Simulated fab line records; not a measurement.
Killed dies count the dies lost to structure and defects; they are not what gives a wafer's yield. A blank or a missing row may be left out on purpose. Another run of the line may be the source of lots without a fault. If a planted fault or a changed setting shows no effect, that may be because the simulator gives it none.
Which tool was responsible?	flow n5Finfet	Sampling: 23 lots, 69 wafers, 6 of 1938 route steps

WHAT THE GAUGES SHOWED, per wafer
N5_BEOL_M9_CD_MEAS_18: pitch 140 nm, target cd 70 nm. Usual: 70.1 nm for cdNm, sd 0.58.
lot	measured	on	cdNm (nm)	flag
L074	day 11 04:19	cdSem-02	69.6 70.2 70.7	
L075	day 11 04:01	cdSem-03	70.5 70.3 70.5	
L078	day 11 14:59	cdSem-02	71.4 70.9 71.2	
L077	day 11 14:45	cdSem-03	68.9 69.2 68.4	
L076	day 12 00:52	cdSem-02	70.5 70.1 70.3	
L079	day 12 01:21	cdSem-03	70.4 70.4 70.2	
L080	day 12 02:51	cdSem-02	69.7 70.4 69.9	
L082	day 12 22:05	cdSem-01	69.1 70.1 69.0	
L083	day 13 05:47	cdSem-03	71.4 71.5 70.5	
L085	day 13 06:19	cdSem-03	69.8 70.1 69.9	
L086	day 13 14:46	cdSem-02	69.1 70.1 69.7	
L084	day 13 20:05	cdSem-02	70.3 70.4 69.3	
L087	day 14 07:04	cdSem-01	70.4 70.1 70.3	
L088	day 14 19:51	cdSem-01	69.9 70.3 70.2	
L089	day 15 00:35	cdSem-02	70.6 70.0 70.3	
L090	day 15 07:34	cdSem-01	70.1 70.8 69.3	
L091	day 15 07:46	cdSem-01	69.9 68.9 69.6	
L093	day 15 08:02	cdSem-01	70.0 70.3 69.4	
L092	day 15 21:53	cdSem-02	70.1 70.2 70.0	
L094	day 16 12:11	cdSem-02	70.5 70.6 70.0	
L096	day 16 15:16	cdSem-03	70.9 70.3 70.5	
L095	day 16 15:20	cdSem-02	68.5 69.4 69.1	
L097	day 16 23:07	cdSem-01	70.6 70.0 70.4	

N5_BEOL_M9_RS_MEAS_57: measures by four-point-probe. Usual: M9_RS gives 0.152 ohm/sq (standard deviation 0.0035).
lot	measured	on	M9_RS (ohm/sq)	flag
L074	day 11 09:57	filmMetro-01	0.155 0.150 0.154	
L075	day 11 11:10	filmMetro-02	0.150 0.150 0.153	
L078	day 11 19:05	filmMetro-01	0.149 0.147 0.150	
L077	day 11 18:42	filmMetro-02	0.156 0.157 0.152	
L076	day 12 06:07	filmMetro-02	0.159 0.155 0.146	
L079	day 12 07:31	filmMetro-02	0.154 0.155 0.152	
L080	day 12 08:20	filmMetro-01	0.153 0.150 0.155	
L082	day 13 06:16	filmMetro-01	0.157 0.154 0.148	
L083	day 13 14:55	filmMetro-02	0.155 0.151 0.153	
L085	day 13 15:43	filmMetro-01	0.147 0.155 0.157	
L086	day 13 21:23	filmMetro-01	0.150 0.152 0.151	
L084	day 14 03:18	filmMetro-02	0.146 0.149 0.144	
L087	day 14 11:10	filmMetro-02	0.151 0.154 0.153	
L088	day 15 01:26	filmMetro-01	0.155 0.156 0.152	
L089	day 15 05:48	filmMetro-01	0.148 0.146 0.155	
L090	day 15 10:44	filmMetro-01	0.153 0.153 0.144	
L091	day 15 11:50	filmMetro-02	0.149 0.151 0.149	
L093	day 15 11:26	filmMetro-02	0.149 0.156 0.148	
L092	day 16 02:20	filmMetro-01	0.149 0.160 0.158	
L094	day 16 17:26	filmMetro-01	0.152 0.153 0.154	
L096	day 17 00:59	filmMetro-01	0.152 0.153 0.146	
L095	day 17 01:36	filmMetro-01	0.156 0.152 0.154	
L097	day 17 03:16	filmMetro-01	0.154 0.154 0.157	

WHICH TOOL RAN EACH LOT (tool, then ch and the chambers of the sampled wafers, then the start)
lot	N5_BEOL_M8_ETCH_41	N5_BEOL_M8_CMP_52	N5_BEOL_M9_ETCH_76	N5_BEOL_M9_SPUTTER_48
L074	rieDiel-04 ch 2,3, day 10 23:43 or earlier	cmp-04 ch 0,2,3, day 10 23:43	rieDiel-06 ch 0,1,2, day 11 06:19	pvdSputter-02, day 11 08:26
L075	rieDiel-05 ch 0,2,3, day 10 23:58 or earlier	cmp-04 ch 0,1,3, day 10 23:58	rieDiel-01 ch 0,1,3, day 11 07:01	pvdSputter-03, day 11 09:16
L078	rieDiel-04 ch 0,1,3, day 11 12:23 or earlier	cmp-04 ch 0,2,3, day 11 12:23	rieDiel-03 ch 1,2,3, day 11 16:01	pvdSputter-01, day 11 18:06
L077	rieDiel-05 ch 2,3, day 11 12:01 or earlier	cmp-04 ch 0,1,3, day 11 12:01	rieDiel-01 ch 0,2,3, day 11 15:58	pvdSputter-03, day 11 17:44
L076	rieDiel-02 ch 1,3, day 11 20:22 or earlier	cmp-01 ch 0,1,2, day 11 20:22	rieDiel-06 ch 1,2,3, day 12 01:20	pvdSputter-02, day 12 04:50
L079	rieDiel-02 ch 0,1, day 11 22:08 or earlier	cmp-04 ch 0,2,3, day 11 22:08	rieDiel-01 ch 0,2,3, day 12 01:56	pvdSputter-01, day 12 06:31
L080	rieDiel-05 ch 0,3, day 12 00:10 or earlier	cmp-04 ch 0,2,3, day 12 00:10	rieDiel-01 ch 0,2,3, day 12 05:46	pvdSputter-03, day 12 07:22
L082	rieDiel-05 ch 1,2,3, day 12 17:59 or earlier	cmp-04 ch 0,2,3, day 12 17:59	rieDiel-06 ch 0,1,3, day 13 00:10	pvdSputter-01, day 13 05:02
L083	rieDiel-05 ch 1,2,3, day 13 00:20 or earlier	cmp-01 ch 0,2,3, day 13 00:20	rieDiel-03 ch 0,2,3, day 13 08:05	pvdSputter-01, day 13 11:16
L085	rieDiel-02 ch 0,1,2, day 13 02:47 or earlier	cmp-01 ch 0,2,3, day 13 02:47	rieDiel-06 ch 1,2,3, day 13 08:09	pvdSputter-02, day 13 11:49
L086	rieDiel-05 ch 0,1, day 13 12:07 or earlier	cmp-04 ch 1,2,3, day 13 12:07	rieDiel-03 ch 0,2,3, day 13 15:52	pvdSputter-02, day 13 17:49
L084	rieDiel-05 ch 0,1,3, day 13 17:50 or earlier	cmp-01 ch 0,3, day 13 17:50	rieDiel-03 ch 0,1,2, day 13 21:37	pvdSputter-02, day 14 00:25
L087	rieDiel-02 ch 1,2,3, day 14 04:59 or earlier	cmp-04 ch 0,2,3, day 14 04:59	rieDiel-03 ch 0,3, day 14 08:22	pvdSputter-03, day 14 10:13
L088	rieDiel-04 ch 0,1,3, day 14 12:38 or earlier	cmp-01 ch 0,1,3, day 14 12:38	rieDiel-01 ch 0,1,2, day 14 22:29	pvdSputter-01, day 15 00:15
L089	rieDiel-05 ch 1,3, day 14 22:07 or earlier	cmp-03 ch 2,3, day 14 22:07	rieDiel-06 ch 1,2, day 15 03:12	pvdSputter-03, day 15 04:47
L090	rieDiel-02 ch 0,3, day 15 04:37 or earlier	cmp-01 ch 0,2,3, day 15 04:37	rieDiel-06 ch 0,1,2, day 15 08:07	pvdSputter-03, day 15 09:47
L091	rieDiel-02 ch 0,3, day 15 05:05 or earlier	cmp-03 ch 0,1,3, day 15 05:05	rieDiel-03 ch 0,2,3, day 15 09:01	pvdSputter-02, day 15 10:52
L093	rieDiel-02 ch 0,3, day 15 05:18 or earlier	cmp-01 ch 0,1,3, day 15 05:18	rieDiel-01 ch 2,3, day 15 08:54	pvdSputter-02, day 15 10:28
L092	rieDiel-02 ch 0,2,3, day 15 19:07 or earlier	cmp-03 ch 2,3, day 15 19:07	rieDiel-06 ch 0,3, day 15 23:27	pvdSputter-02, day 16 01:11
L094	rieDiel-04 ch 0,1, day 16 09:37 or earlier	cmp-01 ch 0,1,2, day 16 09:37	rieDiel-01 ch 0,2,3, day 16 13:32	pvdSputter-01, day 16 16:26
L096	rieDiel-02 ch 0,1, day 16 10:41 or earlier	cmp-03 ch 0,3, day 16 10:41	rieDiel-03 ch 0,1,3, day 16 21:30	pvdSputter-01, day 16 23:09
L095	rieDiel-04 ch 0,3, day 16 10:53 or earlier	cmp-01 ch 0,2,3, day 16 10:53	rieDiel-01 ch 0,1,2, day 16 21:32	pvdSputter-03, day 16 23:14
L097	rieDiel-04 ch 2,3, day 16 14:57 or earlier	cmp-01 ch 0,1,3, day 16 14:57	rieDiel-01 ch 0,2, day 16 23:42	pvdSputter-02, day 17 01:43
- N5_BEOL_M8_ETCH_41: etches SiCN in CH3F/O2, target depth 31.9 nm, time 57.8 s.
- N5_BEOL_M8_CMP_52: polishes, stops on SiCOH lowk, t overpolish 6.9 s, target thk 80 nm.
- N5_BEOL_M9_ETCH_76: etches underlayer in N2/H2, target depth 6.5 nm, time 5.2 s.
- N5_BEOL_M9_SPUTTER_48: material Cu, target thk 12 nm, time 2 s.

AS READ BY THE TOOLS THEMSELVES (means over the sampled wafers that have a number; for cases with no such wafer, the mark the record gives instead)
N5_BEOL_M8_ETCH_41. Usual: drypumpMotorCurrentA 5.7 A, standard deviation 0.45; mfcArSccm 150.0 sccm, standard deviation 0.47; oesProductAu 0.80 a.u., standard deviation 0.11; rfVppV 297.8 V, standard deviation 1.6; showerheadPlenumPTorr 2.03 Torr, standard deviation 0.076; throttleValvePct 16.30 %, standard deviation 0.28.
lot	tool	drypumpMotorCurrentA (A)	mfcArSccm (sccm)	oesProductAu (a.u.)	rfVppV (V)	showerheadPlenumPTorr (Torr)	throttleValvePct (%)	flag
L074	rieDiel-04	5.8	150.6	0.69	297.2	2.01	16.61	
L075	rieDiel-05	5.7	150.0	0.71	297.3	2.00	16.48	
L078	rieDiel-04	5.5	150.1	0.71	297.5	2.02	16.52	
L077	rieDiel-05	5.9	150.0	0.72	297.4	2.01	16.38	
L076	rieDiel-02	5.2	150.2	0.69	297.3	1.99	16.44	
L079	rieDiel-02	5.8	149.6	0.86	298.7	2.11	16.13	
L080	rieDiel-05	5.8	149.8	0.69	297.3	1.97	16.68	
L082	rieDiel-05	6.0	150.2	0.79	297.5	2.05	16.30	
L083	rieDiel-05	6.0	149.7	0.78	298.6	2.05	16.32	
L085	rieDiel-02	6.0	149.6	0.79	299.6	2.09	16.26	
L086	rieDiel-05	6.2	150.1	0.85	298.9	2.08	16.40	
L084	rieDiel-05	6.0	149.8	0.77	296.3	2.03	16.51	
L087	rieDiel-02	5.7	149.8	0.82	298.0	2.03	16.27	
L088	rieDiel-04	5.5	150.0	0.86	297.5	2.01	16.30	
L089	rieDiel-05	6.4	149.8	0.83	298.3	2.08	16.35	
L090	rieDiel-02	5.2	150.3	0.92	296.4	2.01	15.95	
L091	rieDiel-02	5.5	149.8	0.89	299.3	2.07	15.97	
L093	rieDiel-02	5.5	149.5	0.89	299.3	2.07	15.96	
L092	rieDiel-02	5.7	150.1	0.85	298.3	2.05	16.10	
L094	rieDiel-04	5.5	150.3	0.78	296.2	1.96	16.21	
L096	rieDiel-02	5.8	150.4	0.92	298.5	2.07	16.06	
L095	rieDiel-04	5.7	150.0	0.84	297.2	2.00	16.32	
L097	rieDiel-04	5.9	149.8	0.95	299.9	2.11	16.06	

N5_BEOL_M8_CMP_52. Usual: barrierFieldEndpointS 29.2 s, standard deviation 0.8; motorCurrentA 6.0 A, standard deviation 0.74; overpolishRunS 6.901 s, standard deviation 0.0092; padLifeWafers 863, standard deviation 580; retainingRingPressureFrac 1.000, standard deviation 0.0054; slurryFilterDpKPa 13.49 kPa, standard deviation 0.13; timeToEndpointS 62 s, standard deviation 3.2.
lot	tool	barrierFieldEndpointS (s)	motorCurrentA (A)	overpolishRunS (s)	padLifeWafers	retainingRingPressureFrac	slurryFilterDpKPa (kPa)	timeToEndpointS (s)	flag
L074	cmp-04	28.3	5.6	6.900	518	1.000	13.54	59	
L075	cmp-04	29.7	6.1	6.909	523	0.997	13.44	60	
L078	cmp-04	28.9	5.7	6.901	656	1.001	13.56	59	
L077	cmp-04	29.6	5.9	6.904	644	1.002	13.52	62	
L076	cmp-01	28.8	5.5	6.897	92	1.001	13.58	61	
L079	cmp-04	28.6	5.7	6.908	746	1.002	13.39	58	
L080	cmp-04	29.3	5.7	6.891	758	1.002	13.46	67	
L082	cmp-04	29.5	5.6	6.905	957	0.998	13.48	62	
L083	cmp-01	28.9	6.2	6.904	235	0.998	13.47	64	
L085	cmp-01	30.3	6.4	6.903	254	1.003	13.49	68	
L086	cmp-04	29.6	6.1	6.908	1101	1.000	13.47	58	
L084	cmp-01	30.9	6.8	6.903	348	1.005	13.54	68	
L087	cmp-04	28.6	5.9	6.905	1220	1.000	13.36	62	
L088	cmp-01	28.4	6.4	6.901	536	1.001	13.53	62	
L089	cmp-03	28.8	6.0	6.890	2059	1.002	13.46	63	
L090	cmp-01	30.4	6.5	6.899	680	0.996	13.54	65	
L091	cmp-03	29.5	6.2	6.899	2089	0.995	13.51	64	
L093	cmp-01	29.3	6.3	6.902	692	1.002	13.56	62	
L092	cmp-03	29.0	6.1	6.891	2142	1.001	13.53	63	
L094	cmp-01	28.8	5.7	6.904	896	0.999	13.49	62	
L096	cmp-03	29.8	6.1	6.899	72	0.995	13.44	64	
L095	cmp-01	29.5	6.1	6.901	914	1.001	13.59	63	
L097	cmp-01	29.1	6.4	6.899	962	1.001	13.46	62	

N5_BEOL_M9_ETCH_76. Usual: drypumpMotorCurrentA 5.7 A, standard deviation 0.54; etchRfOnTimeS 5.22 s, standard deviation 0.12; oesProductAu 0.66 a.u., standard deviation 0.057; rfVppV 524.0 V, standard deviation 2.4; showerheadPlenumPTorr 2.54 Torr, standard deviation 0.078; throttleValvePct 17.86 %, standard deviation 0.24.
lot	tool	drypumpMotorCurrentA (A)	etchRfOnTimeS (s)	oesProductAu (a.u.)	rfVppV (V)	showerheadPlenumPTorr (Torr)	throttleValvePct (%)	flag
L074	rieDiel-06	5.9	5.18	0.71	525.2	2.61	17.76	
L075	rieDiel-01	6.1	5.18	0.64	522.6	2.47	17.86	
L078	rieDiel-03	4.9	5.15	0.66	523.1	2.49	18.02	
L077	rieDiel-01	6.1	5.38	0.65	525.0	2.55	17.76	
L076	rieDiel-06	5.7	5.23	0.67	526.5	2.58	17.87	
L079	rieDiel-01	6.0	5.32	0.64	524.4	2.55	17.75	
L080	rieDiel-01	6.1	5.26	0.65	524.6	2.55	17.77	
L082	rieDiel-06	5.9	5.18	0.70	524.7	2.57	17.73	
L083	rieDiel-03	5.1	5.14	0.68	524.0	2.53	17.92	
L085	rieDiel-06	5.7	5.21	0.66	524.2	2.58	17.90	
L086	rieDiel-03	5.1	5.18	0.68	523.4	2.53	17.91	
L084	rieDiel-03	5.2	5.19	0.68	523.4	2.54	17.96	
L087	rieDiel-03	5.2	5.24	0.69	523.2	2.54	17.88	
L088	rieDiel-01	5.9	5.23	0.60	524.1	2.52	18.04	
L089	rieDiel-06	5.5	5.13	0.69	525.1	2.60	18.02	
L090	rieDiel-06	5.9	5.21	0.68	524.2	2.60	17.82	
L091	rieDiel-03	5.1	5.23	0.67	522.9	2.53	17.93	
L093	rieDiel-01	6.1	5.22	0.67	524.2	2.51	17.60	
L092	rieDiel-06	6.1	5.37	0.64	523.0	2.53	17.67	
L094	rieDiel-01	6.1	5.28	0.62	524.6	2.53	17.82	
L096	rieDiel-03	5.1	5.18	0.67	521.8	2.49	18.02	
L095	rieDiel-01	5.9	5.28	0.60	523.2	2.52	18.05	
L097	rieDiel-01	6.0	5.32	0.60	526.2	2.60	17.98	

N5_BEOL_M9_SPUTTER_48. Usual: biasV 60.0 V, standard deviation 0.57; throttleValvePct 30.3 %, standard deviation 0.98.
lot	tool	biasV (V)	throttleValvePct (%)	flag
L074	pvdSputter-02	60.0	30.2	
L075	pvdSputter-03	60.7	30.8	
L078	pvdSputter-01	60.2	29.5	
L077	pvdSputter-03	60.2	30.9	
L076	pvdSputter-02	59.7	30.3	
L079	pvdSputter-01	60.0	30.3	
L080	pvdSputter-03	59.4	30.8	
L082	pvdSputter-01	60.0	28.7	
L083	pvdSputter-01	60.3	29.6	
L085	pvdSputter-02	60.1	30.4	
L086	pvdSputter-02	60.0	29.9	
L084	pvdSputter-02	60.1	29.8	
L087	pvdSputter-03	59.8	30.7	
L088	pvdSputter-01	60.0	29.7	
L089	pvdSputter-03	59.9	30.6	
L090	pvdSputter-03	60.5	31.6	
L091	pvdSputter-02	59.9	30.4	
L093	pvdSputter-02	59.6	30.9	
L092	pvdSputter-02	59.9	30.7	
L094	pvdSputter-01	60.0	30.3	
L096	pvdSputter-01	60.2	29.6	
L095	pvdSputter-03	60.4	31.2	
L097	pvdSputter-02	59.2	30.2	

THE ANSWER, worked out from the rows above alone
Rule: a lot is off if the mean of its wafers that have a number lies more than 3 standard deviations from the usual mean. A lot without any number at a reading at which 4 lots or more have one is off too. The other lots that the step has rows for count as sound. The gauges are gone through in route order, then the tools' own readings, and for those a lot's mean is taken as printed above. At the first step where some lot is off, the reading lying furthest off is the one used; lots without a number count as furthest.
No lot is off on any of the readings shown, so nothing can be concluded from this.

WHAT WAS PUT IN BY THE SIMULATOR
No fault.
